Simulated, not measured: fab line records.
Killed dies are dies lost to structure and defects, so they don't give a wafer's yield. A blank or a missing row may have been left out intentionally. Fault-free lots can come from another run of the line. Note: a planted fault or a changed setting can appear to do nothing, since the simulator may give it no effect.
Matching of chambers -- flow n5-finfet -- 4 sister chambers for N5_BEOL_M0_SAQP_HM_OPEN_112 on rie-diel-01
The step chemistry CHF3/O2, target SiO2, stops on a-Si, target depth 12 nm, time 13.5 s. 4 wafers are shown with their chamber, then 8 later ones without.

== WAFERS PAIRED WITH THEIR CHAMBERS ==
wafer,chamber,drypump-motor-current-A (A)
L087.1,3,5.4
L093.5,0,6.5
L093.6,1,5.8
L091.2,2,5.7

== WAFERS WHOSE CHAMBER IS MISSING ==
wafer,drypump-motor-current-A (A)
L091.4,6.5
L091.6,5.7
L095.2,5.7
L095.3,5.8
L095.4,5.4
L092.4,5.4
L092.5,5.3
L092.6,6.4

== CHAMBER TAKEN BY EACH ==
wafer,from the rows above,in truth
L091.4,0,0
L091.6,can't be placed: 2 or 1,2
L095.2,can't be placed: 2 or 1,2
L095.3,can't be placed: 1 or 2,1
L095.4,3,3
L092.4,3,3
L092.5,3,3
L092.6,0,0
Correctly placed: 5 of 8. Unplaceable from these rows: 3, with the true chamber sitting among the candidates in 3. Number placed wrongly: 0.
How it was worked out, from the rows above alone: a wafer's distance from a chamber is the root of the sum, over the readings, of the square of ((its reading less the chamber's mean) divided by the reading's scatter). The wafer belongs to the nearest chamber; if the next one is less than 2 further off, it can't be placed. For every chamber, the mean is computed from those of its wafers that are shown. The scatter: root of mean squared gap, hidden wafer to nearest shown wafer, with one shown wafer a chamber.
